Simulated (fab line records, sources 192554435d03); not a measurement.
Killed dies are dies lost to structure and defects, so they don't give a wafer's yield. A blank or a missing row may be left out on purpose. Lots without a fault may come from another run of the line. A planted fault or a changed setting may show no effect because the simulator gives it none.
Chamber matching | flow n5_finfet | N5_MOL_CONTACT_COAG_ETCH_89 on rie_diel-06: 4 sister chambers
The step etches underlayer in N2/H2, target depth 13 nm, time 10.4 s. 8 wafers are shown with their chamber, then 9 later ones without.

WAFERS WITH THEIR CHAMBER
wafer  | chamber | drypump_motor_current_A (A) | showerhead_plenum_p_Torr (Torr)
L080.1 | 2       | 5.8                         | 2.58
L082.4 | 3       | 5.0                         | 2.49
L087.2 | 0       | 5.2                         | 2.62
L087.4 | 1       | 6.4                         | 2.71
L087.6 | 1       | 6.4                         | 2.71
L088.2 | 3       | 5.1                         | 2.48
L088.4 | 0       | 5.2                         | 2.62
L088.6 | 2       | 5.8                         | 2.58

WAFERS WITHOUT THEIR CHAMBER
wafer  | drypump_motor_current_A (A) | showerhead_plenum_p_Torr (Torr)
L090.2 | 5.1                         | 2.48
L090.3 | 6.4                         | 2.71
L090.5 | 5.9                         | 2.58
L094.2 | 5.8                         | 2.57
L094.4 | 6.3                         | 2.71
L094.5 | 5.2                         | 2.62
L095.1 | 6.3                         | 2.70
L095.2 | 5.1                         | 2.47
L095.3 | 5.8                         | 2.57

WHICH CHAMBER EACH WENT THROUGH
wafer  | from the rows above | in truth
L090.2 | 3                   | 3
L090.3 | 1                   | 1
L090.5 | 2                   | 2
L094.2 | 2                   | 2
L094.4 | 1                   | 1
L094.5 | 0                   | 0
L095.1 | 1                   | 1
L095.2 | 3                   | 3
L095.3 | 2                   | 2
Placed correctly: 9 of 9. Can't be placed from these rows: 0. Placed wrongly: 0.
How it was worked out, from the rows above alone: a wafer's distance from a chamber is the root of the sum, over the readings, of the square of ((its reading less the chamber's mean) divided by the reading's scatter). The wafer belongs to the nearest chamber; if the next one is less than 2 further off, it can't be placed. A chamber's mean is the mean of its shown wafers. The scatter: the root of (the sum of the squares of (reading less its chamber's mean) over the shown wafers, divided by (wafers less chambers)).
